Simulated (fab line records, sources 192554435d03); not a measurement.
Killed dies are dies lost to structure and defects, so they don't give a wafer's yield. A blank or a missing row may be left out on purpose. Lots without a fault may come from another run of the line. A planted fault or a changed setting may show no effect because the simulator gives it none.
A struck lot beside a sound one | flow n5_finfet | 15 steps out of a route of 1938
Sound: wafers L583.1, L583.2, L583.3. Struck: wafers L578.1, L578.4. The cause comes at the end.
At each step with rows: each side's tool, then ch and its chambers, then its first start. Under that, the readings that differ: sound wafers | struck wafers | difference of the means | sigmas: that difference in standard deviations of wafers without a fault.
alike: readings whose means differ by less than 2 such deviations, and words and numbers that are the same on both sides. not compared: withheld readings, readings that some wafer has no value for, bounds like >300 that may hide the same value, and numbers for which the record gives no deviation and whose values overlap.
The two part at a step that has a row with sigmas, a row that says differs or no value, or rows on one side only. Numbers that don't overlap but have no deviation are shown without sigmas and don't part them. A reading that every wafer of one side lacks parts them only if that side has two wafers or more.

first, 8 steps without rows for these wafers: N5_MIM_TOP_LITHO_HMDS_01 (time 60 s); N5_MIM_TOP_LITHO_COAT_02; N5_MIM_TOP_LITHO_EBR_04; N5_MIM_TOP_LITHO_SOFTBAKE_03 (time 90 s); N5_MIM_TOP_LITHO_EXPOSE_05 (exposes mask MIM TOP, target cd 2000 nm); N5_MIM_TOP_LITHO_PEB_06; N5_MIM_TOP_LITHO_DEVELOP_07 (develop time 60 s); N5_MIM_TOP_LITHO_HARDBAKE_09 (time 120 s).
N5_MIM_TOP_LITHO_CD_MEAS_08: target cd 2000 nm.
  sound on cd_sem-03 ch 0, day 15 21:37; struck on cd_sem-01 ch 0, day 15 00:14
  alike: cd_nm
N5_MIM_TOP_LITHO_OVL_MEAS_11:
  sound on overlay-02 ch 0, day 15 21:39; struck on overlay-02 ch 0, day 15 00:16
  alike: MIM_TOP_OVL
N5_MIM_TOP_LITHO_INSPECT_12: inspects for defects (macro).
  sound on defect_inspect-01, day 15 21:40; struck on defect_inspect-01, day 15 00:17
  alike: raw_defect_count
N5_MIM_TOP_LITHO_DESCUM_10: chemistry O2, time 7.9 s.
  sound on rie_diel-06 ch 0,1,3, day 15 21:51; struck on rie_diel-01 ch 0,2, day 15 00:19
  alike: drypump_motor_current_A, oes_product_au, rf_vpp_V, showerhead_plenum_p_Torr, temp_c, throttle_valve_pct
  not compared: rf_hours_counter_h
N5_MIM_TOP_ETCH_ETCH_00: etches TiN in Cl2/BCl3, target depth 38.5 nm.
  sound on rie_metal-03 ch 0,1, day 15 21:56; struck on rie_metal-01 ch 0,1, day 15 00:24
  reading                                  | sound            | struck     | difference | sigmas
  oes_product_au (a.u.)                    | 0.70 0.86 0.70   | 1.36 1.07  | +0.46      | +5
  model.etch.depth_nm (nm)                 | 38.95 37.61 38.8 | 59.44 60.8 | +21.67     |
  model.MIM_TOP_ETCH.feature_depth_nm (nm) | 39 37.6 38.8     | 59.4 60.8  | +21.6      |
  alike: drypump_motor_current_A, throttle_valve_pct
  not compared: rf_hours_counter_h, model.coat_of_MIM_TOP_LITHO_COAT_02.thk_nm
N5_MIM_TOP_ETCH_STRIP_01: strips in O2.
  sound on rie_diel-03 ch 0,1,2, day 15 22:05; struck on rie_diel-02 ch 2, day 15 00:32
  reading                | sound          | struck    | difference | sigmas
  throttle_valve_pct (%) | 16.9 16.8 16.9 | 16.1 16.1 | -0.8       | -2
  alike: drypump_motor_current_A, oes_product_au, rf_vpp_V, showerhead_plenum_p_Torr, temp_c
  not compared: rf_hours_counter_h
N5_PASSIVATION_PROBE_49:
  the record has rows for the struck wafers here (prober-01, day 15 10:17) and none for the sound ones

WHERE THEY PART
First at N5_MIM_TOP_ETCH_ETCH_00; last, within this record, at N5_PASSIVATION_PROBE_49.

WHY: what the simulator had put in
Process parameter drift: rie_metal-01, from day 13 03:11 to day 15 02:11, at N5_MIM_TOP_ETCH_ETCH_00. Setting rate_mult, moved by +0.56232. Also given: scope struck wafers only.
